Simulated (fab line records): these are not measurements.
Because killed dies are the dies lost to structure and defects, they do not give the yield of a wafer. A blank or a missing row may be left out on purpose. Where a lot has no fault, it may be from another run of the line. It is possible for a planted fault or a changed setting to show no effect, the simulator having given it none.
Check of tool commonality ; flow n5_finfet ; 8 lots, 24 wafers sampled

WHY THIS WAS OPENED
2 of 8 lots carry a flag on the reading M0_RS at N5_BEOL_M0_RS_MEAS_126. Wafers without a fault read 0.534 ohm/sq, standard deviation 0.021.
Rule: a lot gets a flag if all its wafers with a number sit over 4 standard deviations from that mean, or if no wafer of it has a number. The rest of the lots are taken to be sound.

lot;measured;on;M0_RS (ohm/sq), wafer by wafer;flag
L395;day 6 23:38;film_metro-02;0.510 0.553 0.531;
L403;day 8 14:18;film_metro-01;0.545 0.539 0.515;
L407;day 9 10:42;film_metro-01;0.543 0.524 0.537;
L408;day 9 14:52;film_metro-02;0.685 0.666 0.678;FLAGGED
L409;day 10 02:59;film_metro-01;0.750 0.720 0.732;FLAGGED
L412;day 10 16:07;film_metro-02;0.553 0.556 0.555;
L414;day 11 16:22;film_metro-02;0.554 0.535 0.538;
L416;day 11 17:53;film_metro-02;0.534 0.526 0.538;
The mean of the flagged lots' numbers is 0.705 ohm/sq, +0.171 ohm/sq from the usual (+8 standard deviations).

LOT BY LOT: THE TOOL USED
The record holds 5 process steps before the reading, out of a route of 1938 steps. In each cell: the tool, then ch and the chambers that the sampled wafers went through, then the start.
lot;flag;N5_BEOL_M0_SAQP_PECVD_00;N5_BEOL_M0_SAQP_ILD_DEP_01;N5_BEOL_M0_SAQP_PECVD_97;N5_BEOL_M0_SAQP_HM_DEP_111;N5_BEOL_M0_ETCH_109
L395;;pecvd-03 ch 0,2, day 6 00:18;pecvd-03 ch 0,2, day 6 00:20;pecvd-02 ch 0,2, day 6 06:55;pecvd-03 ch 0,1,2, day 6 07:05;rie_diel-03 ch 0,1,2, day 6 20:14
L403;;pecvd-02 ch 0,1,2, day 7 22:10;pecvd-02 ch 0,1,2, day 7 22:11;pecvd-02 ch 0,2, day 7 23:50;pecvd-02 ch 0,1,2, day 8 00:00;rie_diel-04 ch 0,2,3, day 8 11:24
L407;;pecvd-03 ch 1,2, day 8 18:10;pecvd-03 ch 1,2, day 8 18:11;pecvd-01 ch 0,1,2, day 8 18:53;pecvd-03 ch 0,2, day 8 19:04;rie_diel-04 ch 1,2,3, day 9 06:11
L408;FLAGGED;pecvd-02 ch 1,2, day 9 01:43;pecvd-02 ch 1,2, day 9 01:44;pecvd-02 ch 0,1,2, day 9 02:43;pecvd-03 ch 1,2, day 9 02:53;rie_diel-03 ch 0,1,2, day 9 10:00
L409;FLAGGED;pecvd-03 ch 0,2, day 9 12:19;pecvd-03 ch 0,2, day 9 12:21;pecvd-03 ch 0,2, day 9 13:01;pecvd-03 ch 0,2, day 9 13:15;rie_diel-04 ch 0,1,3, day 9 22:23
L412;;pecvd-01 ch 0,1,2, day 10 01:18;pecvd-01 ch 0,1,2, day 10 01:20;pecvd-02 ch 0,2, day 10 02:32;pecvd-03 ch 0,2, day 10 02:45;rie_diel-03 ch 2,3, day 10 12:44
L414;;pecvd-02 ch 0,1,2, day 10 16:34;pecvd-02 ch 0,1,2, day 10 16:35;pecvd-02 ch 0,2, day 10 19:59;pecvd-03 ch 1,2, day 10 20:10;rie_diel-03 ch 0,2,3, day 11 10:44
L416;;pecvd-01 ch 0,1,2, day 11 01:59;pecvd-01 ch 0,1,2, day 11 02:01;pecvd-01 ch 0,1,2, day 11 04:12;pecvd-03 ch 0,1,2, day 11 04:23;rie_diel-04 ch 0,3, day 11 15:25
What these steps do:
- N5_BEOL_M0_SAQP_PECVD_00: deposits SiCN from 3MS/NH3, target thk 8 nm, time 14 s.
- N5_BEOL_M0_SAQP_ILD_DEP_01: deposits SiOC from DEMS/O2, target thk 45.419 nm, time 8.7 s.
- N5_BEOL_M0_SAQP_PECVD_97: deposits SiNx from SiH4/NH3/N2, target thk 23 nm, time 19.9 s.
- N5_BEOL_M0_SAQP_HM_DEP_111: deposits SiO2 from SiH4/N2O, target thk 12 nm, time 7.2 s.
- N5_BEOL_M0_ETCH_109: etches SiCN in CH3F/O2, target depth 8 nm, overetch 2.4 nm, time 27.4 s.
- N5_BEOL_M0_RS_MEAS_126: measures by four-point-probe.

FLAGGED OVER TOTAL, TOOL BY TOOL (the gauges that took the reading come last)
step;tool;lots run;flagged;share of the flagged lots;sound lots run after its first flagged lot
N5_BEOL_M0_SAQP_PECVD_00;pecvd-01;2;0;none;-
N5_BEOL_M0_SAQP_PECVD_00;pecvd-02;3;1;some;1 (L414)
N5_BEOL_M0_SAQP_PECVD_00;pecvd-03;3;1;some;0
N5_BEOL_M0_SAQP_ILD_DEP_01;pecvd-01;2;0;none;-
N5_BEOL_M0_SAQP_ILD_DEP_01;pecvd-02;3;1;some;1 (L414)
N5_BEOL_M0_SAQP_ILD_DEP_01;pecvd-03;3;1;some;0
N5_BEOL_M0_SAQP_PECVD_97;pecvd-01;2;0;none;-
N5_BEOL_M0_SAQP_PECVD_97;pecvd-02;5;1;some;2 (L412,L414)
N5_BEOL_M0_SAQP_PECVD_97;pecvd-03;1;1;some;0
N5_BEOL_M0_SAQP_HM_DEP_111;pecvd-02;1;0;none;-
N5_BEOL_M0_SAQP_HM_DEP_111;pecvd-03;7;2;all;3 (L412,L414,L416)
N5_BEOL_M0_ETCH_109;rie_diel-03;4;1;some;2 (L412,L414)
N5_BEOL_M0_ETCH_109;rie_diel-04;4;1;some;1 (L416)
N5_BEOL_M0_RS_MEAS_126;film_metro-01;3;1;some;0
N5_BEOL_M0_RS_MEAS_126;film_metro-02;5;1;some;3 (L412,L414,L416)

THE TABLE: WHAT IT ALLOWS
In the table, 1 row covers all flagged lots: pecvd-03 at N5_BEOL_M0_SAQP_HM_DEP_111.
- pecvd-03 at N5_BEOL_M0_SAQP_HM_DEP_111: 2 of its 7 lots flagged. Sound lots followed the first flagged one (L412, L414, L416) on it, something a lasting fault affecting the whole tool could not allow.
Every row of the table either missed a flagged lot or ran a sound lot after the first.

WHAT THE SIMULATOR HAD INSERTED
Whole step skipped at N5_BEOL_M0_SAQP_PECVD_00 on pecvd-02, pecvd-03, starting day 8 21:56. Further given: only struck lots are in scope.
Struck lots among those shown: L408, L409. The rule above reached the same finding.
